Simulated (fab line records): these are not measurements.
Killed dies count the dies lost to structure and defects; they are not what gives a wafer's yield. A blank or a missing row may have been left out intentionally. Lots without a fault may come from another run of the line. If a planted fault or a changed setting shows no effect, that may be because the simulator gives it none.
Matching of chambers | flow n5_finfet | N5_MOL_CONTACT_COAG_ETCH_59 on rie_diel-01: 4 sister chambers
The step etches underlayer in N2/H2, target depth 13 nm, time 10.4 s. 4 wafers are shown with their chamber, then 10 later ones without.

## WAFERS PAIRED WITH THEIR CHAMBERS
wafer  | chamber | drypump_motor_current_A (A)
L080.3 | 2       | 5.0
L080.5 | 1       | 5.7
L081.2 | 3       | 5.2
L081.5 | 0       | 6.5

## WAFERS WITH NO CHAMBER GIVEN
wafer  | drypump_motor_current_A (A)
L081.6 | 5.6
L085.2 | 6.5
L085.3 | 5.0
L085.4 | 5.2
L092.1 | 6.5
L092.2 | 5.7
L092.6 | 6.5
L094.1 | 6.4
L094.2 | 5.6
L094.3 | 5.2

## THE CHAMBER EACH PASSED THROUGH
wafer  | from the rows above | in truth
L081.6 | 1                   | 1
L085.2 | 0                   | 0
L085.3 | 2                   | 2
L085.4 | 3                   | 3
L092.1 | 0                   | 0
L092.2 | 1                   | 1
L092.6 | 0                   | 0
L094.1 | 0                   | 0
L094.2 | 1                   | 1
L094.3 | 3                   | 3
Placed correctly: 10 of 10. Left unplaced by these rows: 0. Placed wrongly: 0.
How it was worked out, from the rows above alone: a wafer's distance from a chamber is the root of the sum, over the readings, of the square of ((its reading less the chamber's mean) divided by the reading's scatter). The wafer belongs to the nearest chamber; if the next one is less than 2 further off, it can't be placed. A chamber's mean is the mean of its shown wafers. The scatter: root of mean squared gap, hidden wafer to nearest shown wafer, with one shown wafer a chamber.
